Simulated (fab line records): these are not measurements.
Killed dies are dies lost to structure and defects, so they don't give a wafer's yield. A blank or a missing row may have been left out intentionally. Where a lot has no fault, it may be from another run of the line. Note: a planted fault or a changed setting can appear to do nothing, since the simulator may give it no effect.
fab line records	flow nand-harc
record lots=12	wafers=36	last-day=34
route steps=1302 shown P_GATE@172 END@1302
lots untouched by any fault: they come from a run of this same line in which no faults occurred
start-h: the number of hours between the record's first day and the start of the first shown wafer of the lot	wait-h: hours since the lot's step before	" repeats the value in the row above	L1.1+2: a row that stands for several wafers	- no value, or no start was given	* or withheld: withheld	< > ~ a bound
route shown NAME@n: a module of which the file shows steps, and the number in the route of the first	usual: average and standard deviation across the fault-free wafers	same: alike in all rows	chamber/n: place in a boat	sites: the reading at each site	_std_site: how widely they spread, as a standard deviation	_edge_site: mean of outer sites minus mean of inner sites	radius-mm: how far each site lies from the wafer's centre	mask NAME#n: copy n	behind: the tool/chamber that last shaped the wafer	hold: reason for holding the lot/hours on hold/outcome of the hold	device: whichever transistor did not switch (one of n, p or np)	end of line: the route-end tests of the same wafers	a step without rows: its recipe alone	killed: at the first sort, the dies lost to defects and structure; wafer yield is something else	map: the dies of a wafer, with x for killed, . for not killed, _ for no die there
set.NAME: the setting the step ran with; set.NAME@STEP: the setting that earlier step ran with	model.NAME: the simulator's own value behind a step, which no gauge read
steps of the route over a sample of lots; a table a step, a row a wafer
services: from which hour (start-h, from the record's first day; less than 0 if before it) a tool's chamber was out of use, for how many hours, and why
## steps
# step NHARC_P_GATE_DESCUM_48
# recipe time-s=3	o2-flow-sccm=200	ar-flow-sccm=0	bias-power-w=0	chemistry=O2
# usual drypump-motor-current-A=6.0/0.52	oes-product-au=1.002/0.0077	rf-vpp-V=57.9/0.86	showerhead-plenum-p-Torr=1.97/0.072	throttle-valve-pct=11.310/0.0099
lot.wafer	tool	chamber	start-h	wait-h	drypump-motor-current-A	oes-product-au	rf-hours-counter-h	rf-vpp-V	showerhead-plenum-p-Torr	throttle-valve-pct
L640.2	rie-diel-07	3	108.66	-	5.8	1.013	6.1	59.3	2.05	11.312
L640.3	"	0	"	"	5.2	1.009	8.5	58.5	2.04	11.293
L640.5	"	3	"	"	5.7	1.014	-	56.5	2.05	11.299
L641.2	rie-diel-05	3	124.70	-	6.0	0.999	4.1	58.0	2.04	11.314
L641.1	"	1	"	"	6.5	1.003	5.5	57.2	1.95	11.311
L641.4	"	2	"	"	6.6	0.999	5.0	58.3	1.92	11.313
L642.4	rie-diel-01	2	131.78	-	4.9	0.986	7.5	57.9	1.90	11.304
L642.5	"	1	"	"	5.9	0.996	-	58.4	1.99	11.307
L642.6	"	2	"	"	4.9	0.987	-	58.0	1.90	11.316
L644.3	rie-diel-05	0	147.23	-	5.8	1.009	5.5	58.8	1.95	11.310
L644.1	"	1	"	"	6.5	1.007	6.9	58.9	1.95	11.314
L644.5	"	3	"	"	6.0	1.001	-	58.5	2.04	11.307
L646.2	rie-diel-07	1	169.38	-	6.6	0.996	1.6	55.9	1.83	11.299
L646.6	"	2	"	"	5.6	0.993	-	57.2	2.01	11.313
L646.5	"	3	"	"	5.8	1.007	-	58.6	2.05	11.320
L649.3	rie-diel-05	0	209.10	-	5.8	1.006	8.2	56.2	1.95	11.325
L649.4	"	2	"	"	6.6	1.011	8.7	58.1	1.92	11.312
L649.6	"	3	"	"	6.0	1.002	-	57.2	2.04	11.286
L651.4	rie-diel-05	3	219.27	-	6.0	1.000	8.5	59.1	2.04	11.307
L651.3	"	0	"	"	5.8	1.006	8.3	56.4	1.95	11.318
L651.6	"	1	"	"	6.5	0.996	-	57.7	1.95	11.296
L657.2	rie-diel-05	0	273.24	-	5.8	1.007	3.5	58.0	1.95	11.324
L657.4	"	2	"	"	6.6	1.007	3.4	57.5	1.92	11.304
L657.3	"	3	"	"	6.0	0.996	3.6	58.2	2.04	11.337
L658.3	rie-diel-07	0	286.21	-	5.2	1.014	8.4	58.9	2.04	11.304
L658.4	"	1	"	"	6.6	1.004	7.8	57.6	1.83	11.304
L658.6	"	0	"	"	5.2	1.003	-	57.5	2.04	11.318
L660.2	rie-diel-01	2	312.51	-	4.8	1.013	6.5	57.6	1.90	11.311
L660.6	"	1	"	"	5.9	0.996	-	57.1	1.98	11.313
L660.5	"	2	"	"	4.8	0.997	-	57.7	1.90	11.327
L661.2	rie-diel-07	0	316.61	-	5.2	1.002	0.1	57.0	2.04	11.312
L661.1	"	1	"	"	6.6	0.994	0.1	58.1	1.83	11.323
L661.3	"	1	"	"	6.6	0.992	-	57.8	1.83	11.313
L662.2	rie-diel-05	2	332.75	-	6.6	1.017	5.5	56.7	1.92	11.305
L662.6	"	3	"	"	6.0	1.000	-	57.2	2.04	11.310
L662.5	"	0	"	"	5.8	1.012	-	57.9	1.95	11.309
# step NHARC_P_GATE_STRIP_111
# recipe power-w=1500	temp-c=110	time-s=250	chemistry=N2/H2
# usual drypump-motor-current-A=5.5/0.49	heater-power-w=91/5.5	rf-refl-power-W=23/6.9
lot.wafer	tool	chamber	start-h	wait-h	drypump-motor-current-A	heater-power-w	rf-hours-counter-h	rf-refl-power-W
L640.2	plasma-asher-01	0	109.09	0.2	5.9	81	24	24
L640.3	"	1	"	"	5.8	89	-	23
L640.5	"	1	"	"	5.8	85	-	24
L641.1	plasma-asher-02	0	125.07	0.2	4.8	90	3	15
L641.2	"	1	"	"	5.8	98	3	32
L641.4	"	1	"	"	5.8	97	-	31
L642.4	plasma-asher-02	0	132.28	0.3	4.8	92	-	15
L642.5	"	1	"	"	5.8	98	-	32
L642.6	"	0	"	"	4.8	91	-	15
L644.1	plasma-asher-02	1	147.87	0.5	5.8	97	14	29
L644.3	"	1	"	"	5.8	97	-	31
L644.5	"	1	"	"	5.7	95	-	30
L646.2	plasma-asher-02	0	169.78	0.2	4.8	92	23	14
L646.6	"	1	"	"	5.8	98	-	33
L646.5	"	0	"	"	4.8	93	-	14
L649.3	plasma-asher-01	1	209.56	0.2	5.8	91	-	24
L649.4	"	0	"	"	6.0	80	-	25
L649.6	"	1	"	"	5.8	89	-	25
L651.3	plasma-asher-02	0	219.71	0.2	4.8	94	-	14
L651.4	"	1	"	"	5.7	98	-	30
L651.6	"	0	"	"	4.8	92	-	15
L657.2	plasma-asher-01	1	273.83	0.4	5.8	90	21	23
L657.3	"	0	"	"	6.0	82	-	26
L657.4	"	1	"	"	5.8	90	-	24
L658.4	plasma-asher-02	1	286.67	0.2	5.8	92	-	31
L658.3	"	0	"	"	4.8	92	-	14
L658.6	"	0	"	"	4.8	93	-	15
L660.2	plasma-asher-01	1	312.87	0.2	5.8	91	28	23
L660.5	"	1	"	"	5.8	91	-	23
L660.6	"	0	"	"	5.9	81	-	25
L661.2	plasma-asher-02	0	317.06	0.2	4.8	92	7	15
L661.1	"	1	"	"	5.8	93	7	31
L661.3	"	1	"	"	5.7	93	-	31
L662.2	plasma-asher-02	0	333.13	0.2	4.8	93	11	15
L662.5	"	1	"	"	5.8	91	-	32
L662.6	"	0	"	"	4.8	90	-	15
# step NHARC_P_GATE_STRIP_112
# recipe power-w=1500	temp-c=110	time-s=200	chemistry=N2/H2
# usual drypump-motor-current-A=5.5/0.49	heater-power-w=91/5.6	rf-refl-power-W=24/7
lot.wafer	tool	chamber	start-h	wait-h	drypump-motor-current-A	heater-power-w	rf-hours-counter-h	rf-refl-power-W
L640.2	plasma-asher-02	0	110.88	0.2	4.8	91	2	14
L640.3	"	1	"	"	5.8	98	-	31
L640.5	"	0	"	"	4.8	90	-	15
L641.1	plasma-asher-02	1	126.83	0.2	5.8	98	4	32
L641.2	"	0	"	"	4.8	92	4	15
L641.4	"	0	"	"	4.8	88	-	14
L642.4	plasma-asher-02	0	133.99	0.3	4.8	90	-	15
L642.6	"	0	"	"	4.8	90	-	14
L642.5	"	1	"	"	5.7	98	-	29
L644.1	plasma-asher-02	1	149.49	0.2	5.8	98	15	33
L644.3	"	0	"	"	4.8	91	-	15
L644.5	"	0	"	"	4.8	90	-	14
L646.2	plasma-asher-02	1	171.38	0.2	5.8	100	23	32
L646.5	"	1	"	"	5.8	98	-	30
L646.6	"	0	"	"	4.8	93	-	14
L649.3	plasma-asher-01	0	211.18	0.2	5.9	80	-	25
L649.4	"	1	"	"	5.8	89	-	24
L649.6	"	0	"	"	5.9	81	-	25
L651.3	plasma-asher-02	0	221.46	0.2	4.8	89	-	15
L651.4	"	1	"	"	5.8	97	-	31
L651.6	"	0	"	"	4.8	93	-	14
L657.2	plasma-asher-02	1	275.53	0.2	5.8	92	0	31
L657.4	"	1	"	"	5.8	93	-	30
L657.3	"	0	"	"	4.8	93	-	15
L658.4	plasma-asher-02	1	288.31	0.2	5.7	90	-	29
L658.3	"	0	"	"	4.8	95	-	14
L658.6	"	0	"	"	4.8	93	-	14
L660.2	plasma-asher-02	1	314.67	0.2	5.8	93	6	33
L660.6	"	0	"	"	4.8	90	-	15
L660.5	"	1	"	"	5.7	92	-	32
L661.1	plasma-asher-02	0	318.68	0.2	4.8	95	7	14
L661.2	"	1	"	"	5.8	91	7	32
L661.3	"	0	"	"	4.8	96	-	14
L662.2	plasma-asher-02	1	335.42	0.2	5.7	91	12	30
L662.5	"	0	"	"	4.8	91	-	14
L662.6	"	1	"	"	5.7	93	-	31
# step NHARC_P_GATE_EXPOSE_88
# recipe na=0.6	target-cd-nm=2000	dose-mj=11.87	mask-id=P_HVN
lot.wafer	tool	chamber	start-h	wait-h	mask
L640.2+3+5	krf-scanner-04	0	111.87	-	P_HVN#0
L641.1+2+4	krf-scanner-03	0	127.85	-	P_HVN#0
L642.4+5+6	krf-scanner-02	0	134.94	-	P_HVN#0
L644.1+3+5	krf-scanner-03	0	150.47	-	P_HVN#0
L646.2+5+6	krf-scanner-02	0	172.40	-	P_HVN#0
L649.3+4+6	krf-scanner-03	0	212.00	-	P_HVN_R1#0
L651.3+4+6	krf-scanner-02	0	222.29	-	P_HVN#0
L657.2+3+4	krf-scanner-03	0	276.56	-	P_HVN#0
L658.3+4+6	krf-scanner-02	0	289.26	-	P_HVN#0
L660.2+5+6	krf-scanner-02	0	315.53	-	P_HVN#0
L661.1+2+3	krf-scanner-04	0	319.71	-	P_HVN#0
L662.2+5+6	krf-scanner-03	0	336.40	-	P_HVN#0
# step NHARC_P_GATE_CD_MEAS_91
# recipe target-cd-nm=2000	landing-energy-ev=500
# usual cd-nm=1999.8/1.5
lot.wafer	tool	chamber	start-h	wait-h	cd-nm
L640.2	cd-sem-03	0	112.02	-	1998.1
L640.3	"	0	"	"	1999.7
L640.5	"	0	"	"	1998.2
L641.1	cd-sem-01	0	128.01	-	1997.7
L641.2	"	0	"	"	2000.5
L641.4	"	0	"	"	2001.4
L642.4	cd-sem-03	0	135.09	-	2001.2
L642.5	"	0	"	"	2000.8
L642.6	"	0	"	"	2001.4
L644.1	cd-sem-01	0	150.63	-	2000.0
L644.3	"	0	"	"	1998.5
L644.5	"	0	"	"	1999.2
L646.2	cd-sem-03	0	172.55	-	2000.6
L646.5	"	0	"	"	1999.0
L646.6	"	0	"	"	2001.5
L649.3	cd-sem-01	0	212.15	-	2150.6
L649.4	"	0	"	"	2149.9
L649.6	"	0	"	"	2150.9
L651.3	cd-sem-02	0	222.44	-	1998.8
L651.4	"	0	"	"	1998.1
L651.6	"	0	"	"	2000.2
L657.2	cd-sem-02	0	276.71	-	1999.6
L657.3	"	0	"	"	2000.4
L657.4	"	0	"	"	1999.3
L658.3	cd-sem-01	0	289.41	-	1998.6
L658.4	"	0	"	"	2001.0
L658.6	"	0	"	"	1999.8
L660.2	cd-sem-02	0	315.68	-	1995.9
L660.5	"	0	"	"	1995.9
L660.6	"	0	"	"	1997.7
L661.1	cd-sem-01	0	319.86	-	2000.8
L661.2	"	0	"	"	2000.5
L661.3	"	0	"	"	2000.3
L662.2	cd-sem-03	0	336.55	-	2003.0
L662.5	"	0	"	"	2002.4
L662.6	"	0	"	"	2001.9
# step NHARC_END_SORT_01
# recipe temp-c=25
# usual killed-at-array=62/16	killed-at-other=0.8/1.1	killed-at-periphery=4/3.2	killed-dies=67/16	killed-open=3.5/1.9	killed-short=2.1/1.5
# same gross-dies=677
lot.wafer	tool	chamber	start-h	wait-h	killed-at-array	killed-at-other	killed-at-periphery	killed-dies	killed-open	killed-short
L644.1	prober-01	0	594.14	2.5	85	0	4	89	3	2
L644.3	prober-01	0	595.73	3.1	87	0	5	92	6	0
L644.5	prober-01	0	597.33	3.7	86	0	3	89	8	3
L646.2	prober-01	0	632.03	2.8	57	3	7	67	8	2
L646.5	prober-01	0	634.42	3.7	62	2	8	72	1	4
L646.6	prober-01	0	635.21	4.0	63	1	4	68	2	1
L649.3	prober-01	0	673.78	3.1	63	0	4	67	1	3
L649.4	prober-01	0	674.58	3.4	65	1	6	72	3	2
L649.6	prober-01	0	676.18	4.0	60	0	5	65	5	0
L651.3	prober-01	0	681.58	3.1	44	2	3	49	1	2
L651.4	prober-01	0	682.37	3.4	53	0	10	63	3	2
L651.6	prober-01	0	683.96	4.0	46	0	8	54	2	0
L662.2	prober-02	0	801.16	2.8	66	3	2	71	3	2
L662.5	prober-02	0	803.58	3.7	57	0	4	61	2	3
L662.6	prober-02	0	804.38	4.0	57	1	0	58	0	2
# killed by level:class
L644.1 A_CHANNEL_HOLE_D1:chamber-film-flake=33 A_SLIT:chamber-film-flake=23 A_CHANNEL_HOLE_D2:chamber-film-flake=11 A_CONTACT:chamber-film-flake=8 P_STI:chamber-film-flake=3 A_CHANNEL_FILL_D2:chamber-film-flake=3 A_ONON_D1:geometric-particle:open=1 A_ONON_D2:geometric-particle:short=1
L644.3 A_CHANNEL_HOLE_D1:chamber-film-flake=37 A_SLIT:chamber-film-flake=24 A_CHANNEL_HOLE_D2:chamber-film-flake=9 A_CONTACT:chamber-film-flake=5 P_STI:chamber-film-flake=3 A_STAIRCASE:chamber-film-flake=3 A_CHANNEL_FILL_D2:chamber-film-flake=3 P_CONTACT:geometric-particle:open=2
L644.5 A_CHANNEL_HOLE_D1:chamber-film-flake=31 A_SLIT:chamber-film-flake=20 A_CHANNEL_HOLE_D2:chamber-film-flake=11 A_CONTACT:chamber-film-flake=4 A_M1:chamber-film-flake=4 A_ONON_D1:geometric-particle:open=2 A_WL_FILL:geometric-particle:open=2 A_CHANNEL_FILL_D1:chamber-film-flake=2
L646.2 A_CHANNEL_HOLE_D1:chamber-film-flake=36 A_CHANNEL_HOLE_D2:chamber-film-flake=9 P_ZERO_WELL:chamber-film-flake=4 A_CONTACT:geometric-particle:open=3 A_CHANNEL_FILL_D1:geometric-particle:open=2 A_CONTACT:chamber-film-flake=2 THIN_TSV:chamber-film-flake=2 P_STI:geometric-particle:open=1
L646.5 A_CHANNEL_HOLE_D1:chamber-film-flake=32 A_CHANNEL_HOLE_D2:chamber-film-flake=15 P_CONTACT:chamber-film-flake=4 A_CHANNEL_FILL_D1:geometric-particle:short=3 P_ZERO_WELL:chamber-film-flake=3 A_WL_FILL:chamber-film-flake=3 A_SLIT:chamber-film-flake=2 A_CONTACT:chamber-film-flake=2
L646.6 A_CHANNEL_HOLE_D1:chamber-film-flake=36 A_CHANNEL_HOLE_D2:chamber-film-flake=15 P_CONTACT:chamber-film-flake=4 A_CHANNEL_FILL_D2:chamber-film-flake=2 A_WL_FILL:chamber-film-flake=2 A_CONTACT:chamber-film-flake=2 A_CHANNEL_HOLE_D1:geometric-particle:short=1 A_CHANNEL_HOLE_D1:geometric-particle:open=1
L649.3 A_CHANNEL_HOLE_D1:chamber-film-flake=29 A_CHANNEL_HOLE_D2:chamber-film-flake=23 A_CONTACT:chamber-film-flake=4 A_CHANNEL_FILL_D1:chamber-film-flake=2 A_CHANNEL_FILL_D1:geometric-particle:short=1 A_CHANNEL_HOLE_D2:geometric-particle:short=1 A_CONTACT:geometric-particle:open=1 A_M1:geometric-particle:short=1
L649.4 A_CHANNEL_HOLE_D1:chamber-film-flake=38 A_CHANNEL_HOLE_D2:chamber-film-flake=13 A_CONTACT:chamber-film-flake=6 P_GATE:area-expose=3 A_STAIRCASE:chamber-film-flake=2 A_WL_FILL:chamber-film-flake=2 P_CONTACT:geometric-particle:open=1 A_ONON_D1:geometric-particle:short=1
L649.6 A_CHANNEL_HOLE_D1:chamber-film-flake=34 A_CHANNEL_HOLE_D2:chamber-film-flake=14 A_SLIT:chamber-film-flake=4 A_M0:geometric-particle:open=2 A_CONTACT:chamber-film-flake=2 P_GATE:geometric-particle:open=1 P_M0:geometric-particle:open=1 A_BLC:geometric-particle:open=1
L651.3 A_CHANNEL_HOLE_D1:chamber-film-flake=32 A_CONTACT:chamber-film-flake=5 P_GATE:chamber-film-flake=2 A_STAIRCASE:chamber-film-flake=2 THIN_TSV:chamber-film-flake=2 A_ONON_D1:geometric-particle:open=1 A_ONON_D1:geometric-particle:short=1 A_M1:geometric-particle:short=1
L651.4 A_CHANNEL_HOLE_D1:chamber-film-flake=36 P_GATE:chamber-film-flake=5 A_CONTACT:chamber-film-flake=5 A_BONDPAD:chamber-film-flake=4 P_STI:chamber-film-flake=3 A_SGD_CUT:geometric-particle:open=1 A_WL_FILL:geometric-particle:short=1 A_WL_FILL:geometric-particle:open=1
L651.6 A_CHANNEL_HOLE_D1:chamber-film-flake=31 P_STI:chamber-film-flake=4 P_GATE:chamber-film-flake=4 A_WL_FILL:chamber-film-flake=4 A_BONDPAD:chamber-film-flake=3 A_CONTACT:chamber-film-flake=2 A_SLIT:chamber-film-flake=2 A_ONON_D2:geometric-particle:open=1
L662.2 A_CHANNEL_HOLE_D2:chamber-film-flake=37 A_SLIT:chamber-film-flake=10 A_STAIRCASE:chamber-film-flake=7 A_CONTACT:chamber-film-flake=4 A_CHANNEL_HOLE_D1:chamber-film-flake=2 A_DECK1_JOINT:chamber-film-flake=2 THIN_TSV:chamber-film-flake=2 P_GATE:geometric-particle:open=1
L662.5 A_CHANNEL_HOLE_D2:chamber-film-flake=35 A_STAIRCASE:chamber-film-flake=7 A_SLIT:chamber-film-flake=6 A_CONTACT:chamber-film-flake=2 P_M0:geometric-particle:open=1 A_ONON_D1:geometric-particle:short=1 A_DECK1_JOINT:geometric-particle:short=1 A_ONON_D2:geometric-particle:short=1
L662.6 A_CHANNEL_HOLE_D2:chamber-film-flake=32 A_SLIT:chamber-film-flake=12 A_CONTACT:chamber-film-flake=9 A_ONON_D1:geometric-particle:short=1 A_CONTACT:geometric-particle:short=1 A_STAIRCASE:chamber-film-flake=1 A_BONDPAD:chamber-film-flake=1 THIN_TSV:chamber-film-flake=1
## services
tool	chamber	start-h	hours	kind
plasma-asher-02	-	89.20	9.0	pm
krf-scanner-02	-	94.00	4.0	pm
rie-diel-07	-	117.20	9.0	pm
plasma-asher-01	-	125.26	32.1	repair
rie-diel-07	2	128.38	5.2	repair
rie-diel-01	0	147.24	33.8	repair
plasma-asher-01	-	165.26	9.0	pm
krf-scanner-04	-	182.00	4.0	pm
rie-diel-05	0	191.70	3.7	repair
krf-scanner-04	-	199.97	1.1	repair
rie-diel-07	1	200.25	9.8	repair
rie-diel-01	-	203.80	9.0	pm
rie-diel-05	0	214.54	3.1	repair
plasma-asher-01	-	215.15	3.5	repair
krf-scanner-03	-	224.14	4.0	pm
rie-diel-05	-	229.62	9.0	pm
krf-scanner-02	-	266.00	4.0	pm
plasma-asher-02	-	266.20	9.0	pm
krf-scanner-03	-	273.63	0.4	repair
rie-diel-07	-	294.20	9.0	pm
rie-diel-01	2	294.76	7.8	repair
rie-diel-07	2	313.06	3.7	repair
rie-diel-07	3	313.56	14.5	repair
rie-diel-07	1	324.01	8.8	repair
## key
first-sign step=NHARC_P_GATE_EXPOSE_88	reading=mask	direction=changed
effect step=NHARC_P_GATE_CD_MEAS_91	reading=cd-nm	direction=up	sigmas=99+	usual=1999.8	struck=2150.5
met-at NHARC_P_GATE_EXPOSE_88
struck-lots L649
tester-left-out L649
not-acting-at NHARC_P_GATE_DESCUM_48,NHARC_P_GATE_STRIP_111,NHARC_P_GATE_STRIP_112
onset-between 150.47 212.00
fault kind=wrong-mask	tool=any	chamber=-	onset-h=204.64	steps=NHARC_P_GATE_EXPOSE_88	aux-copy=P_HVN_R1#0	cd-offset-nm=149.69	scope=struck-lots-only
# tester-left-out: of these lots the tester's yield and bins aren't shown, on N5 and GAA mostly nor the transistor test; their killed dies are dies lost to structure and defects alone, not to doping, threshold or leakage, so they don't give the yield
